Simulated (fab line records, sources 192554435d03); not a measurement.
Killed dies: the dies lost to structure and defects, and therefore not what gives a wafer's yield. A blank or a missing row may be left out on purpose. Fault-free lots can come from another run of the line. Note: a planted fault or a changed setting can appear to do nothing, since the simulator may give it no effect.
Chamber matching	flow n5 finfet	4 sister chambers for N5_BEOL_M10_ALD_74 on ald metal-04
The step deposits TaN, target thk 2 nm, pulse time 2 s, purge time 3 s. 14 wafers are shown with their chamber, then 7 later ones without.

EACH WAFER AND ITS CHAMBER
wafer	chamber	heater power w (W)	susceptor temp C (C)
L077.2	2	365	274.95
L077.3	0	361	275.29
L077.4	3	376	274.87
L081.1	1	373	275.19
L081.4	0	366	274.87
L081.6	0	367	274.95
L083.1	3	364	275.09
L083.2	0	366	275.01
L083.3	1	389	274.89
L084.3	2	365	274.77
L084.4	0	366	274.87
L084.6	1	376	274.68
L086.1	1	379	274.54
L086.4	2	352	275.14

SIGNATURES, as means of the wafers listed above
reading	chamber 0	chamber 1	chamber 2	chamber 3	scatter within a chamber
heater power w	365.20	379.25	360.67	370.00	5.93
susceptor temp C	274.9980	274.8250	274.9533	274.9800	0.213
Rule: distance of a wafer from a chamber = root of the sum over the readings of ((wafer's reading minus chamber's mean) / reading's scatter) squared. If the next closest chamber is less than 2 further off than the closest, the wafer can't be placed; otherwise it belongs to the closest. The scatter: take each reading less its chamber's mean, square it, sum over the shown wafers, divide by the number of wafers less the number of chambers, and take the root.

WAFERS WITH NO CHAMBER GIVEN
wafer	heater power w (W)	susceptor temp C (C)
L086.5	369	275.10
L091.1	371	275.26
L091.4	371	275.06
L091.6	367	275.31
L092.2	373	274.75
L092.3	366	274.55
L092.6	361	274.88

EACH ONE'S CHAMBER
wafer	from the rows above	in truth
L086.5	can't be placed: 3 or 0 or 2 or 1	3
L091.1	can't be placed: 3 or 0 or 2 or 1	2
L091.4	can't be placed: 3 or 0 or 1 or 2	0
L091.6	can't be placed: 0 or 3 or 2 or 1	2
L092.2	can't be placed: 1 or 3 or 0 or 2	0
L092.3	can't be placed: 2 or 0 or 3 or 1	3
L092.6	can't be placed: 2 or 0 or 3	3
Placed correctly: 0 of 7. Unplaceable from these rows: 7, with the true chamber sitting among the candidates in 7. Placed wrongly: 0.
